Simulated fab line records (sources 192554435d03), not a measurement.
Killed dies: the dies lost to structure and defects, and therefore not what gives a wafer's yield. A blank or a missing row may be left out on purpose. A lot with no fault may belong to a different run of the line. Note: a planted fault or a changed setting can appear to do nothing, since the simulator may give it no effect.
Struck lot and sound lot, side by side + flow n5Finfet + 39 steps out of a route of 1938
Sound: these wafers, L955.1, L955.4, L955.6. Wafers struck: L953.1, L953.4, L953.6. The cause comes at the end.
At each step with rows: each side's tool, then ch and its chambers, then its first start. Under that, the readings that differ: sound wafers + struck wafers + difference of the means + sigmas: that difference in standard deviations of wafers without a fault.
alike: a reading whose means differ by less than 2 such deviations, as well as words and numbers matching on both sides. not compared: withheld readings; readings where some wafer has no value; bounds like >300 that might hide an equal value; numbers whose values overlap and for which the record gives no deviation.
Wherever a step has rows on one side only, a row that says differs or no value, or a row with sigmas, the two part there. When numbers do not overlap yet have no deviation, they are printed without sigmas and do not part them. Lack of a reading on every wafer of one side parts them only where that side has two or more wafers.

first, 9 steps without rows for these wafers: N5_SD_EPI_N_DESCUM_14 (chemistry O2, time 7.9 s); N5_SD_EPI_N_ETCH_34 (etches SiARC in CF4, target depth 45.5 nm, time 75.8 s); N5_SD_EPI_N_ETCH_35 (etches SOC in N2/H2, overetch 108 nm, time 486 s); N5_SD_EPI_N_STRIP_36 (strips in N2/H2); N5_SD_EPI_N_ETCHBACK_44 (etches SiNx in CH3F/O2, stops on SiO2, target depth 14.5 nm); N5_SD_EPI_N_ETCH_45 (etches SiOCN in CH3F/O2, target depth 6 nm); N5_SD_EPI_N_ETCH_16 (etches SiO2 in CHF3/O2, target depth 5 nm); N5_SD_EPI_N_STRIP_47 (strips in CHF3/O2); N5_SD_EPI_N_SD_RECESS_17 (chemistry HBr/Cl2/O2, target depth 41 nm, time 23.7 s, bt time 3 s).
N5_SD_EPI_N_STRIP_38: strips in N2/H2.
  sound on plasmaAsher-01 ch 0,1, day 8 18:44; struck on plasmaAsher-02 ch 0,1, day 8 11:23
  alike: drypumpMotorCurrentA, heaterPowerW, oesProductAu
  not compared: rfHoursCounterH
then, 10 steps without rows for these wafers: N5_SD_EPI_N_WET_ETCH_43 (etches SiO2 in dHF, time 14 s, target depth 1.5 nm); N5_SD_EPI_N_STRIP_18 (strips in SPM, time 750 s); N5_SD_EPI_N_SRD_20 (time 30 s); N5_SD_EPI_N_PRECLEAN_48 (cleans in NF3:NH3, afs cycles 2, time 20 s, sublimation time 60 s); N5_SD_EPI_N_VAPOR_ETCH_50 (etches Si in HCl, time 54 s); N5_SD_EPI_N_EPI_21 (deposits Si:P, time 690 s); N5_SD_EPI_N_PRECLEAN_24 (cleans in O3/DIW, time 60 s); N5_SD_EPI_N_SRD_25 (time 30 s); N5_SD_EPI_N_PRECLEAN_49 (cleans in NF3:NH3, afs cycles 1, time 20 s, sublimation time 60 s); N5_SD_EPI_N_LINER_46 (material SiNx, target thk 3 nm).
N5_SD_EPI_N_INSPECT_26: inspects for defects (darkfield).
  sound on defectInspect-01 at day 8 22:50; struck on defectInspect-01 at day 8 14:38
| reading        | sound       | struck        | difference | sigmas |
|----------------|-------------|---------------|------------|--------|
| rawDefectCount | 239 211 241 | 995 1008 1010 | +774       | +19    |
then, 8 steps without rows for these wafers: N5_SD_EPI_P_COAT_34 (time 60 s, resist thk 350 nm); N5_SD_EPI_P_COAT_35 (time 60 s, resist thk 35 nm); N5_SD_EPI_P_COAT_03 (resist thk 150 nm); N5_SD_EPI_P_EBR_05; N5_SD_EPI_P_SOFTBAKE_04 (time 60 s); N5_SD_EPI_P_EXPOSE_06 (exposes mask SD P BLK, target cd 240 nm); N5_SD_EPI_P_PEB_07 (peb time 60 s); N5_SD_EPI_P_DEVELOP_08 (develop time 30 s).
N5_SD_EPI_P_INSPECT_11: inspects for defects (macro).
  sound on defectInspect-01 at day 8 23:17; struck on defectInspect-01 at day 8 15:05
| reading        | sound | struck         | difference | sigmas |
|----------------|-------|----------------|------------|--------|
| rawDefectCount | 1 3 4 | >300 >300 >300 | differs    |        |
then, 6 steps without rows for these wafers: N5_SD_EPI_P_DESCUM_14 (chemistry O2, time 7.9 s); N5_SD_EPI_P_ETCH_36 (etches SiARC in CF4, target depth 45.5 nm, time 75.8 s); N5_SD_EPI_P_ETCH_37 (etches SOC in N2/H2, overetch 108 nm, time 486 s); N5_SD_EPI_P_STRIP_38 (strips in N2/H2); N5_SD_EPI_P_ETCHBACK_46 (etches SiNx in CH3F/O2, stops on SiO2, target depth 17.5 nm); N5_SD_EPI_P_ETCH_47 (etches SiOCN in CH3F/O2, target depth 25 nm).
N5_SD_EPI_P_INSPECT_26: inspects for defects (darkfield).
  sound on defectInspect-01 at day 9 03:54; struck on defectInspect-02 at day 8 18:58
| reading        | sound       | struck      | difference | sigmas |
|----------------|-------------|-------------|------------|--------|
| rawDefectCount | 194 206 187 | 967 969 987 | +779       | +19    |
-- record jumps: 5 days separate the struck wafers' starts on either side; left off in module SD_EPI_P, taken up again in module BEOL_M4, whose first shown step is the route's number 1111 --
N5_BEOL_M4_RC_MEAS_101:
  sound on prober-01 ch 0, day 14 04:59; struck on prober-02 ch 0, day 14 02:40
  alike: DIBL_N, DIBL_P, IOFF_N, IOFF_P, ION_N, ION_P, SS_N, SS_P, VT_N, VT_P
-- the record jumps here: 5 days lie between the struck wafers' starts before and after (it left off in module BEOL_M4 and takes up again in module PASSIVATION, whose first step shown is number 1936 of the route) --
N5_PASSIVATION_PROBE_49:
  sound on prober-01 at day 19 05:07; struck on prober-01 at day 19 03:22
| reading                 | sound          | struck         | difference | sigmas |
|-------------------------|----------------|----------------|------------|--------|
| defectLimitedYield (%)  | 93.6 91.4 92.8 | 82.0 83.5 84.7 | -9.2       | -6     |
| killedAtFrontEnd        | 33 56 35       | 169 157 121    | +108       | +11    |
| killedDies              | 75 101 85      | 212 195 181    | +109       | +6     |
| killedOnRim             | 7 14 8         | 16 14 34       | +12        | +3     |
| sort_bin_5_function (%) | 3.6 4.9 5.0    | 10.3 10.6 9.8  | +5.7       | +6     |
| sortNPass               | 1105 1079 1095 | 968 985 999    | -109       | -6     |
| sortYieldPct (%)        | 93.6 91.4 92.8 | 82.0 83.5 84.7 | -9.2       | -6     |
  alike: killed_at_M0_to_M3, killed_at_M4_up, killedAtContacts, killedAtOther, killedOpen, killedShort, sort_bin_6_memory

## WHERE THEY PART
First at N5_SD_EPI_N_INSPECT_26; last, within this record, at N5_PASSIVATION_PROBE_49.

WHY: the cause the simulator had injected
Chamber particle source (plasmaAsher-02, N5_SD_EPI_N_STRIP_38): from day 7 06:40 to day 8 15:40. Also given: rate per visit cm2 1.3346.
